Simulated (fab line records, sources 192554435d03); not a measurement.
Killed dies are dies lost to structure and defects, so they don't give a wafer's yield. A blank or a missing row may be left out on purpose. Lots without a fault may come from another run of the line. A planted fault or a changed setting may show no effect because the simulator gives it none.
fab line records | flow n5_finfet
record lots=6 wafers=18 last_day=18
route steps=1938 shown BEOL_M15@1777 PASSIVATION@1936
lots that met no fault: from a run of the same line without faults
start_h: hours from the record's first day to the start of the lot's first wafer shown | wait_h: hours since the lot's step before | " the same as in the row above | L1.1+2: a row that stands for several wafers | - no value, or no start given | * or withheld: withheld | < > ~ a bound
route shown NAME@n: a module of which the file shows steps, and the number in the route of the first | usual: mean/standard deviation of fault-free wafers | same: alike in all rows | chamber/n: place in a boat | sites: the reading at each site | _std_site: their standard deviation | _edge_site: outer sites' mean less inner sites' | radius_mm: how far each site lies from the wafer's centre | mask NAME#n: copy n | behind: the tool/chamber that last shaped the wafer | hold: why the lot was held/for how many hours/how that ended | device: the transistor (n, p or np) that didn't switch | end of line: the same wafers' tests at the end of the route | a step without rows: its recipe alone | killed: dies lost to structure and defects at the first sort, not the wafer's yield | map: a wafer's dies, x killed, . not, _ none there
set.NAME: the setting as run; set.NAME@STEP: as run at that earlier step | model.NAME: the simulator's own value behind a step, which no gauge read
lots at some steps of the route; a table a step, a row a wafer
services: from which hour (start_h, from the record's first day; less than 0 if before it) a tool's chamber was out of use, for how many hours, and why
## steps
# step N5_BEOL_M15_EBR_06
# recipe solvent=PGMEA ebr_width_mm=1.5
# step N5_BEOL_M15_SOFTBAKE_05
# recipe temp_c=130 time_s=60
# step N5_BEOL_M15_EXPOSE_07
# recipe mask_id=V14 na=0.8 source_shape=annular sigma_inner=0.5 sigma_outer=0.8 polarization=unpolarized attpsm_phase_deg=180 dose_mj=41.25
# step N5_BEOL_M15_PEB_08
# recipe peb_temp_c=130 peb_time_s=90
# step N5_BEOL_M15_DEVELOP_09
# recipe develop_time_s=45 rinse_liquid=diw dry=air_spin dev_temp_c=21
# step N5_BEOL_M15_HARDBAKE_14
# recipe temp_c=130 time_s=120
# step N5_BEOL_M15_CD_MEAS_10
# recipe target_cd_nm=360 landing_energy_ev=500 detector=se_inlens polarity=opening
# usual cd_nm=361.1/2
# columns lot.wafer tool chamber start_h wait_h cd_nm
L411.2 cd_sem-03 0 271.77 - 363.6
L411.4 " 0 " " 361.9
L411.6 " 0 " " 362.0
L417.1 cd_sem-01 0 300.64 - 363.5
L417.2 " 0 " " 358.5
L417.3 " 0 " " 359.7
L418.2 cd_sem-03 0 308.05 - 359.9
L418.3 " 0 " " 360.5
L418.6 " 0 " " 358.0
L420.1 cd_sem-01 0 323.00 - 360.4
L420.3 " 0 " " 358.0
L420.6 " 0 " " 361.9
L425.1 cd_sem-01 0 369.59 - 359.0
L425.3 " 0 " " 362.9
L425.5 " 0 " " 363.1
L430.1 cd_sem-02 0 404.50 - 362.2
L430.3 " 0 " " 359.9
L430.5 " 0 " " 361.3
# step N5_BEOL_M15_OVL_MEAS_11
# recipe points_per_wafer=44
# usual V14_OVL=-4/4.7
# columns lot.wafer tool chamber start_h wait_h V14_OVL[nm]
L411.2 overlay-02 0 271.80 0.0 -11
L411.4 " 0 " " -10
L411.6 " 0 " " -9
L417.1 overlay-02 0 300.67 0.0 -1
L417.2 " 0 " " -1
L417.3 " 0 " " -6
L418.2 overlay-01 0 308.08 0.0 -12
L418.3 " 0 " " -4
L418.6 " 0 " " -7
L420.1 overlay-01 0 323.03 0.0 -4
L420.3 " 0 " " -2
L420.6 " 0 " " 0
L425.1 overlay-01 0 369.62 0.0 -4
L425.3 " 0 " " -3
L425.5 " 0 " " -2
L430.1 overlay-02 0 404.53 0.0 -8
L430.3 " 0 " " -8
L430.5 " 0 " " -6
# step N5_BEOL_M15_INSPECT_12
# recipe mode=adi inspect_instrument=macro
# usual raw_defect_count=2.0/1.4
# columns lot.wafer tool chamber start_h wait_h raw_defect_count
L411.2 defect_inspect-02 - 271.83 0.0 0
L411.4 " - " " 1
L411.6 " - " " 1
L417.1 defect_inspect-01 - 300.69 0.0 4
L417.2 " - " " 2
L417.3 " - " " 4
L418.2 defect_inspect-02 - 308.10 0.0 1
L418.3 " - " " 1
L418.6 " - " " 2
L420.1 defect_inspect-01 - 323.06 0.0 2
L420.3 " - " " 3
L420.6 " - " " 0
L425.1 defect_inspect-01 - 369.64 0.0 1
L425.3 " - " " 2
L425.5 " - " " 1
L430.1 defect_inspect-01 - 404.55 0.0 0
L430.3 " - " " 1
L430.5 " - " " 2
# step N5_BEOL_M15_DESCUM_15
# recipe chemistry=O2 time_s=7.9 source_power_w=50 bias_power_w=20 pressure_mtorr=20 rf_frequency_hz=2.712e+07 temp_c=40 o2_flow_sccm=225
# usual drypump_motor_current_A=5.9/0.43 oes_product_au=0.80/0.1 rf_vpp_V=243.5/1.6 showerhead_plenum_p_Torr=2.12/0.087 throttle_valve_pct=20.3/0.4
# columns lot.wafer tool chamber start_h wait_h drypump_motor_current_A oes_product_au rf_hours_counter_h rf_vpp_V showerhead_plenum_p_Torr throttle_valve_pct
L411.2 rie_diel-06 3 271.86 0.0 5.7 0.86 60 242.2 2.05 20.5
L411.4 " 0 " " 6.8 0.68 219 244.5 2.17 20.7
L411.6 " 0 " " 6.8 0.69 - 244.3 2.17 20.7
L417.1 rie_diel-06 0 300.73 0.0 6.8 0.67 228 243.6 2.17 20.7
L417.2 " 1 " " 6.5 0.84 70 242.9 2.05 20.4
L417.3 " 3 " " 5.8 0.85 69 243.7 2.05 20.5
L418.2 rie_diel-06 1 308.29 0.2 6.5 0.84 74 242.7 2.05 20.4
L418.3 " 3 " " 5.7 0.85 72 242.5 2.05 20.5
L418.6 " 1 " " 6.5 0.84 - 242.1 2.05 20.4
L420.1 rie_diel-02 3 323.09 0.0 6.2 1.00 3 244.8 2.24 20.3
L420.3 " 0 " " 5.8 0.68 232 244.6 2.17 20.6
L420.6 " 3 " " 6.2 0.99 - 244.2 2.24 20.3
L425.1 rie_diel-02 2 369.92 0.3 5.1 0.75 136 242.2 2.09 20.5
L425.3 " 0 " " 5.8 0.66 245 244.2 2.16 20.6
L425.5 " 1 " " 5.7 0.79 - 244.0 2.21 20.1
L430.1 rie_diel-01 2 404.59 0.0 5.4 0.93 27 244.5 2.19 19.8
L430.3 " 0 " " 5.7 0.78 107 243.7 2.09 19.8
L430.5 " 0 " " 5.6 0.78 - 243.8 2.09 19.8
# step N5_BEOL_M15_ETCH_59
# recipe chemistry=N2/H2 target=BARC target_depth_a=890 overetch_a=267 time_s=67.9 ion_energy_ev=200 pressure_mtorr=30 source_w=840 bias_w=150 n2_flow_sccm=200 h2_flow_sccm=200
# usual drypump_motor_current_A=5.9/0.43 oes_product_au=0.69/0.085 rf_vpp_V=525/3.1 showerhead_plenum_p_Torr=2.57/0.1 throttle_valve_pct=17.8/0.32
# columns lot.wafer tool chamber start_h wait_h drypump_motor_current_A oes_product_au rf_hours_counter_h rf_vpp_V showerhead_plenum_p_Torr throttle_valve_pct
L411.2 rie_diel-06 3 271.90 0.0 5.7 0.74 60 521 2.47 17.8
L411.4 " 0 " " 6.8 0.60 219 526 2.62 18.0
L411.6 " 0 " " 6.8 0.59 - 525 2.62 18.0
L417.1 rie_diel-06 0 300.76 0.0 6.8 0.59 228 525 2.62 18.0
L417.2 " 1 " " 6.5 0.73 70 524 2.48 17.7
L417.3 " 3 " " 5.8 0.72 69 521 2.46 17.8
L418.2 rie_diel-06 1 308.32 0.0 6.5 0.73 74 522 2.48 17.7
L418.3 " 3 " " 5.8 0.72 72 522 2.46 17.8
L418.6 " 1 " " 6.5 0.72 - 523 2.48 17.8
L420.1 rie_diel-02 3 323.13 0.0 6.2 0.85 3 528 2.73 17.7
L420.3 " 0 " " 5.8 0.58 232 527 2.62 18.0
L420.6 " 3 " " 6.2 0.85 - 529 2.73 17.7
L425.1 rie_diel-02 2 369.96 0.0 5.0 0.65 136 523 2.52 17.8
L425.3 " 0 " " 5.8 0.57 245 526 2.61 18.0
L425.5 " 1 " " 5.7 0.70 - 528 2.69 17.6
L430.1 rie_diel-01 2 404.62 0.0 5.4 0.79 27 528 2.69 17.5
L430.3 " 0 " " 5.7 0.68 107 523 2.56 17.4
L430.5 " 0 " " 5.6 0.68 - 525 2.56 17.4
# step N5_BEOL_M15_VIA_ETCH_16
# recipe chemistry=C4F8/O2/Ar target=SiO2 he_inner_torr=15 he_outer_torr=30 target_depth_a=17922 time_s=withheld ion_energy_ev=800 pressure_mtorr=20 source_w=1905 bias_w=2040 Ar_flow_sccm=400 C4F8_flow_sccm=16 O2_flow_sccm=12 ends=cleared
# usual drypump_motor_current_A=5.9/0.44 he_outer_torr=30.00/0.058 oes_product_au=0.72/0.094 rf_vpp_V=2236/46 showerhead_plenum_p_Torr=3.47/0.13 throttle_valve_pct=30.7/0.33
# columns lot.wafer tool chamber start_h wait_h drypump_motor_current_A he_outer_torr oes_product_au rf_vpp_V showerhead_plenum_p_Torr throttle_valve_pct
L411.2 rie_diel-06 3 271.95 0.0 5.7 29.94 0.76 2211 3.37 30.9
L411.4 " 0 " " 6.7 30.05 0.61 2176 3.51 30.8
L411.6 " 0 " " 6.8 30.11 0.61 2175 3.51 30.8
L417.1 rie_diel-06 0 300.81 0.0 6.8 29.93 0.61 2175 3.50 30.8
L417.2 " 1 " " 6.5 29.96 0.76 2193 3.36 30.9
L417.3 " 3 " " 5.7 29.96 0.76 2213 3.36 31.0
L418.2 rie_diel-06 1 308.37 0.0 6.5 30.02 0.76 2192 3.36 30.9
L418.3 " 3 " " 5.8 30.01 0.75 2211 3.36 31.0
L418.6 " 1 " " 6.5 29.94 0.75 2193 3.36 30.8
L420.1 rie_diel-02 3 323.18 0.0 6.2 30.02 0.90 2234 3.68 30.8
L420.3 " 0 " " 5.8 30.08 0.59 2255 3.49 30.5
L420.6 " 3 " " 6.2 30.03 0.89 2235 3.68 30.8
L425.1 rie_diel-02 2 370.01 0.0 5.1 30.00 0.66 2168 3.45 31.1
L425.3 " 0 " " 5.8 29.91 0.58 2255 3.48 30.5
L425.5 " 1 " " 5.7 30.03 0.72 2302 3.61 30.4
L430.1 rie_diel-01 2 404.67 0.0 5.4 29.91 0.83 2333 3.64 30.5
L430.3 " 0 " " 5.7 30.04 0.71 2244 3.48 30.3
L430.5 " 0 " " 5.6 29.99 0.72 2244 3.48 30.3
# step N5_BEOL_M15_STRIP_63
# recipe chemistry=O2 power_w=600 temp_c=60 pressure_mtorr=30 rf_frequency_hz=6e+07 bias_power_w=0 overash_fraction=0.3 o2_flow_sccm=225
# usual chamber_pressure_mTorr=29.99/0.058 drypump_motor_current_A=5.9/0.43 oes_product_au=0.80/0.1 rf_vpp_V=3.7/0.74 showerhead_plenum_p_Torr=2.12/0.087 throttle_valve_pct=16.6/0.36
# columns lot.wafer tool chamber start_h wait_h chamber_pressure_mTorr drypump_motor_current_A oes_product_au rf_hours_counter_h rf_vpp_V showerhead_plenum_p_Torr throttle_valve_pct
L411.2 rie_diel-06 3 272 - 29.98 5.8 0.86 60 3.1 2.06 16.6
L411.4 " 0 " " 30.03 6.7 0.69 219 3.9 2.17 16.9
L411.6 " 0 " " 30.01 6.8 0.68 - 5.1 2.17 16.9
L417.1 rie_diel-06 0 301 - 38.96 6.7 0.68 228 4.0 2.17 16.9
L417.2 " 1 " " 39.05 6.5 0.84 71 5.3 2.06 16.5
L417.3 " 3 " " 39.05 5.8 0.86 69 4.3 2.05 16.7
L418.2 rie_diel-06 1 308 - 38.96 6.4 0.84 74 3.6 2.06 16.6
L418.3 " 3 " " 39.05 5.8 0.84 72 4.4 2.05 16.7
L418.6 " 1 " " 39.05 6.4 0.85 - 3.9 2.06 16.6
L420.1 rie_diel-02 3 323 - 29.99 6.2 1.00 3 4.0 2.25 16.5
L420.3 " 0 " " 30.03 5.8 0.67 232 2.5 2.17 16.8
L420.6 " 3 " " 30.04 6.2 1.00 - 4.5 2.25 16.5
L425.1 rie_diel-02 2 370 - 29.94 5.1 0.75 136 2.6 2.09 16.8
L425.3 " 0 " " 29.99 5.8 0.67 245 4.2 2.17 16.9
L425.5 " 1 " " 29.96 5.8 0.80 - 4.2 2.22 16.4
L430.1 rie_diel-01 2 404 - 29.99 5.4 0.92 27 2.4 2.20 16.1
L430.3 " 0 " " 29.95 5.6 0.79 107 3.5 2.09 16.2
L430.5 " 0 " " 29.95 5.6 0.79 - 2.7 2.09 16.2
# step N5_BEOL_M15_STRIP_64
# recipe chemistry=O2 power_w=600 temp_c=60 pressure_mtorr=30 rf_frequency_hz=6e+07 bias_power_w=0 overash_fraction=0.3 o2_flow_sccm=225
# usual chamber_pressure_mTorr=30.001/0.029 drypump_motor_current_A=5.9/0.43 oes_product_au=0.80/0.1 rf_vpp_V=3.7/0.47 showerhead_plenum_p_Torr=2.12/0.087 throttle_valve_pct=16.6/0.36
# columns lot.wafer tool chamber start_h wait_h chamber_pressure_mTorr drypump_motor_current_A oes_product_au rf_hours_counter_h rf_vpp_V showerhead_plenum_p_Torr throttle_valve_pct
L411.2 rie_diel-06 3 - - 30.037 5.7 0.86 60 3.6 2.06 16.6
L411.4 " 0 " " 29.964 6.8 0.68 219 3.8 2.17 16.9
L411.6 " 0 " " 30.054 6.8 0.68 - 4.7 2.17 16.9
L417.1 rie_diel-06 0 - - 29.948 6.8 0.68 228 3.2 2.17 16.9
L417.2 " 1 " " 30.024 6.5 0.84 71 3.4 2.06 16.5
L417.3 " 3 " " 29.980 5.7 0.85 69 3.5 2.05 16.7
L418.2 rie_diel-06 1 - - 30.056 6.4 0.84 74 3.3 2.06 16.6
L418.3 " 3 " " 30.013 5.8 0.85 72 4.2 2.05 16.7
L418.6 " 1 " " 30.001 6.5 0.84 - 3.4 2.06 16.6
L420.1 rie_diel-02 3 - - 30.010 6.2 0.99 3 3.1 2.25 16.5
L420.3 " 0 " " 30.014 5.8 0.68 232 3.2 2.17 16.9
L420.6 " 3 " " 30.006 6.2 1.01 - 3.7 2.25 16.5
L425.1 rie_diel-02 2 - - 29.995 5.1 0.76 136 4.1 2.09 16.8
L425.3 " 0 " " 29.980 5.8 0.67 245 2.7 2.17 16.9
L425.5 " 1 " " 30.060 5.8 0.80 - 3.7 2.22 16.4
L430.1 rie_diel-01 2 - - 30.006 5.4 0.93 27 3.4 2.20 16.1
L430.3 " 0 " " 29.983 5.6 0.78 107 3.9 2.09 16.2
L430.5 " 0 " " 30.039 5.7 0.78 - 3.1 2.09 16.2
# step N5_PASSIVATION_PROBE_49
# usual defect_limited_yield=91.7/1.4 killed_at_M0_to_M3=32/9.7 killed_at_M4_up=14/5.5 killed_at_contacts=13/6.1 killed_at_front_end=35/10 killed_at_other=4.2/2.9 killed_dies=98/17 killed_open=63/12 killed_short=32/7.7 sort_bin_4_leakage=0.0/0.33 sort_bin_5_function=4.8/0.9 sort_bin_6_memory=3.1/0.63 sort_bin_8_speed=1/3.3 sort_n_pass=1073/41 sort_yield_pct=91/3.5
# same gross_dies=1180 killed_at_back_side=0
# columns lot.wafer tool chamber start_h wait_h defect_limited_yield[%] killed_at_M0_to_M3 killed_at_M4_up killed_at_contacts killed_at_front_end killed_at_other killed_dies killed_open killed_short sort_bin_4_leakage[%] sort_bin_5_function[%] sort_bin_6_memory[%] sort_bin_8_speed[%] sort_n_pass sort_yield_pct[%]
L417.1 prober-02 - 319.71 0.0 90.9 61 14 5 26 1 107 78 28 0 4.8 4.0 0 1073 91
L417.2 prober-02 - 319.76 0.1 91.4 38 8 5 50 1 102 66 25 0 4.7 3.1 11 949 80
L417.3 prober-02 - 319.81 0.1 92.6 36 7 12 29 3 87 53 33 0 4.2 2.6 0 1093 93
L418.2 prober-02 - 331.91 0.1 93.5 22 14 18 16 7 77 49 27 0 3.2 3.1 1 1089 92
L418.3 prober-02 - 331.96 0.1 90.3 56 14 9 33 2 114 85 28 0 5.8 3.7 0 1066 90
L418.6 prober-02 - 332.11 0.3 92.6 32 8 17 24 6 87 61 24 0 4.6 2.6 0 1093 93
L420.1 prober-02 - 342.05 0.0 90.3 50 11 8 35 10 114 66 48 0 5.8 3.6 0 1066 90
L420.3 prober-02 - 342.15 0.1 92.3 18 17 13 37 6 91 52 37 0 4.4 3.1 0 1089 92
L420.6 prober-02 - 342.30 0.3 91.2 32 12 5 47 8 104 69 33 0 4.5 4.1 0 1076 91
# killed by level:class
L417.1 BEOL_M3:geometric_particle:open=21 BEOL_M1:geometric_particle:open=14 BEOL_M4:geometric_particle:open=10 STI_FIN_REVEAL:geometric_particle:open=9 BEOL_M1:geometric_particle:short=6 BEOL_M2:geometric_particle:open=6 MOL_CONTACT_COAG:geometric_particle:open=5 BEOL_M3:geometric_particle:short=5
L417.2 STI_FIN_REVEAL:geometric_particle:open=20 BEOL_M1:geometric_particle:open=8 BEOL_M3:geometric_particle:open=8 HKMG_FIN:area_etch=8 DUMMY_GATE:geometric_particle:open=5 BEOL_M0_SAQP:geometric_particle:short=5 BEOL_M0:geometric_particle:open=5 BEOL_M2:geometric_particle:open=4
L417.3 MOL_CONTACT_COAG:geometric_particle:open=8 BEOL_M0_SAQP:geometric_particle:short=6 BEOL_M1:geometric_particle:open=6 BEOL_M2:geometric_particle:open=6 BEOL_M3:geometric_particle:short=6 DUMMY_GATE:geometric_particle:open=5 GATE_CUT:geometric_particle:open=5 STI_FIN_REVEAL:geometric_particle:open=4
L418.2 MOL_CONTACT_COAG:geometric_particle:open=12 MOL_CONTACT_COAG:geometric_particle:short=6 BEOL_M2:geometric_particle:open=6 BEOL_M3:geometric_particle:open=5 BEOL_M6:geometric_particle:open=5 MIM_TOP_ETCH:geometric_particle:short=5 FIN_SAQP:geometric_particle:open=3 BEOL_M0_SAQP:geometric_particle:open=3
L418.3 BEOL_M1:geometric_particle:open=11 BEOL_M2:geometric_particle:open=11 STI_FIN_REVEAL:geometric_particle:open=10 BEOL_M0_SAQP:geometric_particle:open=10 BEOL_M0_SAQP:geometric_particle:short=9 BEOL_M3:geometric_particle:open=9 MOL_CONTACT_COAG:geometric_particle:open=7 FIN_SAQP:geometric_particle:open=6
L418.6 MOL_CONTACT_COAG:geometric_particle:open=14 BEOL_M2:geometric_particle:open=13 BEOL_M3:geometric_particle:open=8 STI_FIN_REVEAL:geometric_particle:open=5 FIN_SAQP:geometric_particle:open=4 BEOL_M0_SAQP:geometric_particle:short=4 STARTING-WAFER:geometric_particle:short=4 MOL_CONTACT_COAG:geometric_particle:short=3
L420.1 BEOL_M1:geometric_particle:open=10 FIN_SAQP:geometric_particle:short=8 FIN_SAQP:geometric_particle:open=8 BEOL_M0:geometric_particle:short=8 BEOL_M0_SAQP:geometric_particle:short=7 BEOL_M2:geometric_particle:open=7 BEOL_M0_SAQP:geometric_particle:open=6 MOL_CONTACT_COAG:geometric_particle:open=5
L420.3 MOL_CONTACT_COAG:geometric_particle:open=10 BEOL_M4:geometric_particle:open=10 FIN_SAQP:geometric_particle:short=9 FIN_SAQP:geometric_particle:open=6 BEOL_M0_SAQP:geometric_particle:short=6 DUMMY_GATE:geometric_particle:open=4 ILD0:geometric_particle:short=4 STARTING-WAFER:geometric_particle:short=4
L420.6 FIN_SAQP:geometric_particle:open=13 DUMMY_GATE:geometric_particle:open=9 BEOL_M2:geometric_particle:open=8 BEOL_M0_SAQP:geometric_particle:open=5 MOL_CONTACT_COAG:geometric_particle:open=5 BEOL_M1:geometric_particle:open=5 FIN_SAQP:geometric_particle:short=4 BEOL_M0_SAQP:geometric_particle:short=4
## services
# columns tool chamber start_h hours kind
rie_diel-01 3 268.96 - clean
rie_diel-01 3 268.96 - consumable_replace:focus_ring
rie_diel-01 3 268.96 - consumable_replace:showerhead
rie_diel-01 3 268.96 16.1 scheduled_down
rie_diel-01 3 268.96 16.1 vent_cycle
rie_diel-02 3 289.51 - clean
rie_diel-02 3 289.51 - consumable_replace:focus_ring
rie_diel-02 3 289.51 - consumable_replace:showerhead
rie_diel-02 3 289.51 19.7 scheduled_down
rie_diel-02 3 289.51 19.7 vent_cycle
rie_diel-01 2 294.63 - clean
rie_diel-01 2 294.63 - consumable_replace:focus_ring
rie_diel-06 2 307.54 9.9 repair
rie_diel-06 3 329.67 5.2 repair
rie_diel-06 2 339.05 4.8 repair
rie_diel-06 0 376.32 - clean
rie_diel-06 0 376.32 - consumable_replace:focus_ring
rie_diel-06 0 376.32 16.9 scheduled_down
rie_diel-06 0 376.32 16.9 vent_cycle
rie_diel-02 3 386.72 2.1 repair
rie_diel-02 0 389.36 - clean
rie_diel-02 0 389.36 - consumable_replace:focus_ring
rie_diel-02 0 389.36 16.1 scheduled_down
rie_diel-02 0 389.36 16.1 vent_cycle
## key
first_sign step=N5_BEOL_M15_STRIP_63 reading=chamber_pressure_mTorr direction=up sigmas=99+ usual=* struck=*
effect none on later readings
met_at N5_BEOL_M15_STRIP_63
struck_wafers L417.1,L417.2,L417.3,L418.2,L418.3,L418.6
onset_between 272 301
fault kind=process_parameter_drift tool=rie_diel-06 chamber=- onset_h=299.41 steps=N5_BEOL_M15_STRIP_63 channel=pressure_mtorr offset=* shape=step end_h=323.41 acts_in=* stated=*
